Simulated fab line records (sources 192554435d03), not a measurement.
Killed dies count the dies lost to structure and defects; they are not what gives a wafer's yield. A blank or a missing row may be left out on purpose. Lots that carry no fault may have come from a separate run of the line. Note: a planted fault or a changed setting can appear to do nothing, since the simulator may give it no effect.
2 desks, one fault :: flow n5-finfet :: what lay behind the numbers comes last; until then each desk has only its own

## FROM THE METROLOGY DESK
Means of the sampled wafers that have a number, per lot and without regard to the tool the lot ran on: this is what the gauges read. A lot is out of limits, marked OUT, if its mean lies more than 4 standard deviations from the usual mean; the brackets give that distance. Shown are 7 of the 14 readings it has, namely the first that went out of limits plus those furthest out on some lot.
Columns: A = CJ_N at N5_BEOL_M4_RC_MEAS_101, usual 4.34; B = CJ_P at N5_BEOL_M4_RC_MEAS_101, usual 5.78; C = DIBL_N at N5_BEOL_M4_RC_MEAS_101, usual 36.2 mV/V; D = ION_N at N5_BEOL_M4_RC_MEAS_101, usual 675 uA/um; E = ION_P at N5_BEOL_M4_RC_MEAS_101, usual 464 uA/um; F = RS_PWELL at N5_BEOL_M4_RC_MEAS_101, usual 3012 ohm/sq; G = SS_N at N5_BEOL_M4_RC_MEAS_101, usual 71.5 mV/dec
lot: L996
first seen here: day 7 20:24
A: 4.26
B: 5.55
C: 37.5
D: 681
E: 471
F: 3012
G: 71.8

lot: L997
first seen here: day 8 02:20
A: 4.30
B: 5.76
C: 34.5
D: 663
E: 456
F: 3001
G: 71.2

lot: L998
first seen here: day 8 17:38
A: 4.50
B: 5.82
C: 37.3
D: 668
E: 460
F: 3026
G: 72.0

lot: L999
first seen here: day 8 18:03
A: 4.35
B: 5.73
C: 35.6
D: 656
E: 451
F: 3019
G: 71.4

lot: L101
first seen here: day 9 10:29
A: 4.32
B: 5.76
C: 38.5
D: 684
E: 462
F: 3022
G: 71.6

lot: L104
first seen here: day 10 02:59
A: 3.46 (-10) OUT
B: 5.29
C: 36.7
D: 696
E: 474
F: 2881 (-6.5) OUT
G: 71.6

lot: L106
first seen here: day 10 11:46
A: 4.07
B: 5.21
C: 36.8
D: 691
E: 468
F: 2979
G: 71.5

lot: L110
first seen here: day 12 11:15
A: 4.39
B: 5.67
C: 36.7
D: 676
E: 465
F: 3005
G: 71.5

lot: L112
first seen here: day 12 15:55
A: 4.41
B: 5.79
C: 36.3
D: 669
E: 461
F: 3000
G: 72.2

lot: L115
first seen here: day 13 19:52
A: 4.31
B: 5.83
C: 37.7
D: 666
E: 464
F: 2995
G: 72.3
This desk finds L104 out of limits, with the earliest case on L104 at day 10 02:59 (CJ_N at N5_BEOL_M4_RC_MEAS_101). In limits: L996, L997, L998, L999, L101, L106, L110, L112, L115.

## THE TOOL OWNER'S DESK: epi-rpcvd-03
The tool's own readings at N5_WELL_APT_EPI_41 (deposits Si from SiH4/H2, target thk 50 nm, time 297.7 s): means of the sampled wafers that have a number, for each lot that ran on this tool. A lot is out of limits, marked OUT, if its mean lies more than 4 standard deviations from the usual mean; the brackets give that distance.
Columns: A = throttle-valve-pct at N5_WELL_APT_EPI_41, usual 11.1 %
lot: L998
first seen here: day 2 10:11
A: 11.6

lot: L104
first seen here: day 3 22:25
A: 11.6

lot: L106
first seen here: day 4 10:20
A: 11.7
This desk found nothing out of limits on any of the 3 lots.

## ALL TOGETHER
An alarm was possible from the metrology desk at day 10 02:59, on L104.
The tool owner's desk saw nothing out of limits.
Tool owner's desk: L104 on record, inside its limits.
All the named lots went through N5_WELL_APT_EPI_41 on epi-rpcvd-03.

## WHAT THE SIMULATOR HAD PUT IN
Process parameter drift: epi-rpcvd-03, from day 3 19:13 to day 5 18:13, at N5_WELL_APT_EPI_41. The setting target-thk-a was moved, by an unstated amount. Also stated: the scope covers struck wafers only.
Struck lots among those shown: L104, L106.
Hours from the fault's start to each desk's first reading out of limits: the metrology desk, 152.
